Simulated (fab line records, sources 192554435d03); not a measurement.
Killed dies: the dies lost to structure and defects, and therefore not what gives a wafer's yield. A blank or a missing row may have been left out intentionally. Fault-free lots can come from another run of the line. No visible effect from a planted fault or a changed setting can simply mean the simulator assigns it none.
Split-lot trial :: flow n5Finfet :: on a route of 1938 steps: 7 lots, 39 wafers read

== ABOUT THE SPLIT ==
At N5_FIN_CUT_CUT_ETCH_26 (etches SiNx in CH3F/O2, target depth 39 nm, time 55.7 s), the setting targetDepthA was moved away from the recipe's 390 angstrom on 15 of the 39 wafers read, by -11.8% to +10.7%. The other wafers ran this setting at the recipe's value.

The reading comes from the split's own step.

== THE READING ==
etch.depthNm (the simulator's own value, which no gauge read), in nm, at N5_FIN_CUT_CUT_ETCH_26 (etches SiNx in CH3F/O2, target depth 39 nm, time 55.7 s). There is no usual value for it anywhere in the file. Average 38.22 nm, standard deviation 0.49 nm, over the 24 wafers here run with the recipe.

wafer: L075.1
tool, chamber at the split: rieDiel-06, 0
targetDepthA as run, angstrom: 367.6
against the recipe: -5.7%
etch.depthNm, nm: 35.86
against lot-mates on the recipe: -2.86

wafer: L075.2
tool, chamber at the split: rieDiel-06, 1
targetDepthA as run, angstrom: 390
against the recipe: recipe
etch.depthNm, nm: 38.53
against lot-mates on the recipe: -

wafer: L075.3
tool, chamber at the split: rieDiel-06, 3
targetDepthA as run, angstrom: 390
against the recipe: recipe
etch.depthNm, nm: 39.02
against lot-mates on the recipe: -

wafer: L075.4
tool, chamber at the split: rieDiel-06, 3
targetDepthA as run, angstrom: 367.6
against the recipe: -5.7%
etch.depthNm, nm: 36.76
against lot-mates on the recipe: -1.96

wafer: L075.5
tool, chamber at the split: rieDiel-06, 1
targetDepthA as run, angstrom: 390
against the recipe: recipe
etch.depthNm, nm: 38.62
against lot-mates on the recipe: -

wafer: L075.6
tool, chamber at the split: rieDiel-06, 0
targetDepthA as run, angstrom: 367.6
against the recipe: -5.7%
etch.depthNm, nm: 35.65
against lot-mates on the recipe: -3.07

wafer: L079.1
tool, chamber at the split: rieDiel-06, 3
targetDepthA as run, angstrom: 343.8
against the recipe: -11.8%
etch.depthNm, nm: 33.92
against lot-mates on the recipe: -3.95

wafer: L079.2
tool, chamber at the split: rieDiel-06, 0
targetDepthA as run, angstrom: 343.8
against the recipe: -11.8%
etch.depthNm, nm: 33.11
against lot-mates on the recipe: -4.76

wafer: L079.3
tool, chamber at the split: rieDiel-06, 1
targetDepthA as run, angstrom: 390
against the recipe: recipe
etch.depthNm, nm: 37.58
against lot-mates on the recipe: -

wafer: L079.4
tool, chamber at the split: rieDiel-06, 2
targetDepthA as run, angstrom: 390
against the recipe: recipe
etch.depthNm, nm: 37.96
against lot-mates on the recipe: -

wafer: L079.5
tool, chamber at the split: rieDiel-06, 3
targetDepthA as run, angstrom: 343.8
against the recipe: -11.8%
etch.depthNm, nm: 33.67
against lot-mates on the recipe: -4.20

wafer: L079.6
tool, chamber at the split: rieDiel-06, 2
targetDepthA as run, angstrom: 390
against the recipe: recipe
etch.depthNm, nm: 38.07
against lot-mates on the recipe: -

wafer: L083.1
tool, chamber at the split: rieDiel-03, 3
targetDepthA as run, angstrom: 390
against the recipe: recipe
etch.depthNm, nm: 38.16
against lot-mates on the recipe: -

wafer: L083.3
tool, chamber at the split: rieDiel-03, 1
targetDepthA as run, angstrom: 390
against the recipe: recipe
etch.depthNm, nm: 38.93
against lot-mates on the recipe: -

wafer: L083.4
tool, chamber at the split: rieDiel-03, 2
targetDepthA as run, angstrom: 390
against the recipe: recipe
etch.depthNm, nm: 39.37
against lot-mates on the recipe: -

wafer: L088.1
tool, chamber at the split: rieDiel-06, 3
targetDepthA as run, angstrom: 376.6
against the recipe: -3.4%
etch.depthNm, nm: 37.06
against lot-mates on the recipe: -0.67

wafer: L088.2
tool, chamber at the split: rieDiel-06, 1
targetDepthA as run, angstrom: 390
against the recipe: recipe
etch.depthNm, nm: 37.66
against lot-mates on the recipe: -

wafer: L088.3
tool, chamber at the split: rieDiel-06, 0
targetDepthA as run, angstrom: 376.6
against the recipe: -3.4%
etch.depthNm, nm: 35.9
against lot-mates on the recipe: -1.83

wafer: L088.4
tool, chamber at the split: rieDiel-06, 2
targetDepthA as run, angstrom: 390
against the recipe: recipe
etch.depthNm, nm: 38.11
against lot-mates on the recipe: -

wafer: L088.5
tool, chamber at the split: rieDiel-06, 1
targetDepthA as run, angstrom: 390
against the recipe: recipe
etch.depthNm, nm: 37.43
against lot-mates on the recipe: -

wafer: L088.6
tool, chamber at the split: rieDiel-06, 2
targetDepthA as run, angstrom: 376.6
against the recipe: -3.4%
etch.depthNm, nm: 36.94
against lot-mates on the recipe: -0.79

wafer: L090.1
tool, chamber at the split: rieDiel-06, 3
targetDepthA as run, angstrom: 428.8
against the recipe: +9.9%
etch.depthNm, nm: 42.4
against lot-mates on the recipe: +4.39

wafer: L090.2
tool, chamber at the split: rieDiel-06, 0
targetDepthA as run, angstrom: 390
against the recipe: recipe
etch.depthNm, nm: 37.48
against lot-mates on the recipe: -

wafer: L090.3
tool, chamber at the split: rieDiel-06, 2
targetDepthA as run, angstrom: 390
against the recipe: recipe
etch.depthNm, nm: 38.51
against lot-mates on the recipe: -

wafer: L090.4
tool, chamber at the split: rieDiel-06, 1
targetDepthA as run, angstrom: 390
against the recipe: recipe
etch.depthNm, nm: 38.04
against lot-mates on the recipe: -

wafer: L090.5
tool, chamber at the split: rieDiel-06, 3
targetDepthA as run, angstrom: 428.8
against the recipe: +9.9%
etch.depthNm, nm: 42.51
against lot-mates on the recipe: +4.50

wafer: L090.6
tool, chamber at the split: rieDiel-06, 2
targetDepthA as run, angstrom: 428.8
against the recipe: +9.9%
etch.depthNm, nm: 42.74
against lot-mates on the recipe: +4.73

wafer: L092.1
tool, chamber at the split: rieDiel-03, 3
targetDepthA as run, angstrom: 431.9
against the recipe: +10.7%
etch.depthNm, nm: 41.85
against lot-mates on the recipe: +3.63

wafer: L092.2
tool, chamber at the split: rieDiel-03, 1
targetDepthA as run, angstrom: 431.9
against the recipe: +10.7%
etch.depthNm, nm: 42.75
against lot-mates on the recipe: +4.53

wafer: L092.3
tool, chamber at the split: rieDiel-03, 0
targetDepthA as run, angstrom: 390
against the recipe: recipe
etch.depthNm, nm: 38.59
against lot-mates on the recipe: -

wafer: L092.4
tool, chamber at the split: rieDiel-03, 0
targetDepthA as run, angstrom: 431.9
against the recipe: +10.7%
etch.depthNm, nm: 42.95
against lot-mates on the recipe: +4.73

wafer: L092.5
tool, chamber at the split: rieDiel-03, 1
targetDepthA as run, angstrom: 390
against the recipe: recipe
etch.depthNm, nm: 38.27
against lot-mates on the recipe: -

wafer: L092.6
tool, chamber at the split: rieDiel-03, 3
targetDepthA as run, angstrom: 390
against the recipe: recipe
etch.depthNm, nm: 37.81
against lot-mates on the recipe: -

wafer: L093.1
tool, chamber at the split: rieDiel-06, 0
targetDepthA as run, angstrom: 390
against the recipe: recipe
etch.depthNm, nm: 37.84
against lot-mates on the recipe: -

wafer: L093.2
tool, chamber at the split: rieDiel-06, 3
targetDepthA as run, angstrom: 390
against the recipe: recipe
etch.depthNm, nm: 38.23
against lot-mates on the recipe: -

wafer: L093.3
tool, chamber at the split: rieDiel-06, 2
targetDepthA as run, angstrom: 390
against the recipe: recipe
etch.depthNm, nm: 38.41
against lot-mates on the recipe: -

wafer: L093.4
tool, chamber at the split: rieDiel-06, 3
targetDepthA as run, angstrom: 390
against the recipe: recipe
etch.depthNm, nm: 38.67
against lot-mates on the recipe: -

wafer: L093.5
tool, chamber at the split: rieDiel-06, 2
targetDepthA as run, angstrom: 390
against the recipe: recipe
etch.depthNm, nm: 38.2
against lot-mates on the recipe: -

wafer: L093.6
tool, chamber at the split: rieDiel-06, 0
targetDepthA as run, angstrom: 390
against the recipe: recipe
etch.depthNm, nm: 37.84
against lot-mates on the recipe: -

FIT RESULTS
A straight line over all 39 wafers: etch.depthNm changes by +0.406 nm for each +1% of targetDepthA; r = +0.98; the points scatter about the line by 0.49 nm.
The same after taking each lot's own level away (the mean of its wafers on the recipe; 39 wafers): +0.403 nm for each +1%; r = +0.98; scatter 0.44 nm.
The reading moves by 4.8 nm for the largest change in targetDepthA, on that fit.
From 37.733 to 38.820 nm: that is the span of the lots' own levels, equal to 2.2 times the standard deviation above.
Consequently the slope shifts little with the lot-to-lot level, the two slopes agreeing.
Check: with one of the wafers moved furthest among these (-11.8%) left out of the fit, the line predicts -4.83 nm for it against its lot-mates. It came out at -3.95 nm against them.

== THE WHOLE CHAIN: every reading that the file lists as answering this split, in the file's order ==
step: N5_FIN_CUT_CUT_ETCH_26
what it does: etches SiNx in CH3F/O2, target depth 39 nm, time 55.7 s
reading: SOC_of_FIN_CUT_COAT_18.thkNm (the simulator's own value, which no gauge read)
change (the file's fit): -0.196 nm for each +1% of the setting
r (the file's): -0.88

step: N5_FIN_CUT_CUT_ETCH_26
what it does: etches SiNx in CH3F/O2, target depth 39 nm, time 55.7 s
reading: etch.depthNm (the simulator's own value, which no gauge read)
change (the file's fit): +0.403 nm for each +1% of the setting
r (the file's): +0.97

== THE FILE'S OWN FIT ==
etch.depthNm changes by +0.403 nm for each +1% of targetDepthA, r = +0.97.
